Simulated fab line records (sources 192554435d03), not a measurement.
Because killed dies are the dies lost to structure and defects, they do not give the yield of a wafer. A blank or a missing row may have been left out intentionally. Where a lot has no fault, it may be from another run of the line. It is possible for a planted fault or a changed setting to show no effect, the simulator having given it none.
Lot-split experiment    flow n5Finfet    on a route of 1938 steps: 7 lots, 21 wafers read

THE SPLIT
At N5_FIN_SAQP_ETCH_65 (etches SiO2 in CF4, target depth 4 nm, time 4.4 s), the setting timeS was moved away from the recipe's 4.4 s on 6 of the 21 wafers read, by -13.2% to +11.1%. This setting was run at the recipe's value on the other wafers.

The reading is taken at the split's own step.

THE READING
etch.depthNm (the simulator's own value, which no gauge read), in nm, at N5_FIN_SAQP_ETCH_65 (etches SiO2 in CF4, target depth 4 nm, time 4.4 s). No usual value for it is given in the file. Average 3.979 nm, standard deviation 0.042 nm, over the 15 wafers here run with the recipe.

wafer   tool, chamber at the split  timeS as run, s  against the recipe  etch.depthNm, nm  against lot-mates on the recipe
L075.1  rieSi-03, 1                 4.4              recipe              3.905             -
L075.4  rieSi-03, 2                 4.4              recipe              3.954             -
L075.5  rieSi-03, 1                 4.89             +11.1%              4.387             +0.457
L077.2  rieSi-01, 0                 4.4              recipe              3.985             -
L077.3  rieSi-01, 3                 4.4              recipe              3.995             -
L077.5  rieSi-01, 0                 4.4              recipe              3.988             -
L078.2  rieSi-03, 2                 4.4              recipe              3.929             -
L078.4  rieSi-03, 0                 4.4              recipe              3.954             -
L078.5  rieSi-03, 3                 4.4              recipe              3.964             -
L083.2  rieSi-01, 2                 4.4              recipe              3.959             -
L083.4  rieSi-01, 1                 3.819            -13.2%              3.482             -0.476
L083.6  rieSi-01, 2                 4.4              recipe              3.957             -
L088.1  rieSi-03, 0                 4.4              recipe              4.066             -
L088.5  rieSi-03, 0                 4.4              recipe              4.066             -
L088.4  rieSi-03, 3                 4.4              recipe              3.997             -
L090.3  rieSi-01, 2                 4.771            +8.4%               4.25              +0.269
L090.5  rieSi-01, 0                 4.4              recipe              3.981             -
L090.6  rieSi-01, 3                 4.771            +8.4%               4.281             +0.300
L092.1  rieSi-01, 3                 4.4              recipe              3.982             -
L092.2  rieSi-01, 1                 4.663            +6.0%               4.21              +0.228
L092.5  rieSi-01, 3                 4.663            +6.0%               4.203             +0.221

THE FIT
A straight line over all 21 wafers: etch.depthNm changes by +0.0365 nm for each +1% of timeS; r = +0.98; the points scatter about the line by 0.038 nm.
The same after taking each lot's own level away (the mean of its wafers on the recipe; 21 wafers): +0.0368 nm for each +1%; r = +0.99; scatter 0.022 nm.
On that fit, the largest move of timeS shifts the reading by 0.49 nm.
Across the lots, their own levels run from 3.9295 to 4.0430 nm, a range of 2.7 times the standard deviation given above.
The two slopes agree, so the slope changes little with the lot-to-lot level.
Check: for one of the wafers moved furthest among these (-13.2%), held out of the fit, the line's prediction against its lot-mates is -0.494 nm. Against them it came out at -0.476 nm.

THESE WAFERS: OTHER SPLITS
Other splits were also applied to these wafers ahead of the reading. Each is held against what the fit with the lots' levels taken away leaves over:
other split on the same wafers  wafers away from the commonest value  r with etch.depthNm (lot level and that fit taken away)
N5_ZERO_LAYER_EXPOSE_08 doseMj  7                                     -0.17
N5_ZERO_LAYER_PEB_09 pebTimeS   as run: not given for these wafers    -
N5_FIN_SAQP_ALD_61 tempC        7                                     -0.20
N5_FIN_SAQP_HM_DEP_03 timeS     5                                     -0.34

FILE'S OWN FIT
etch.depthNm changes by +0.0373 nm for each +1% of timeS, r = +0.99.
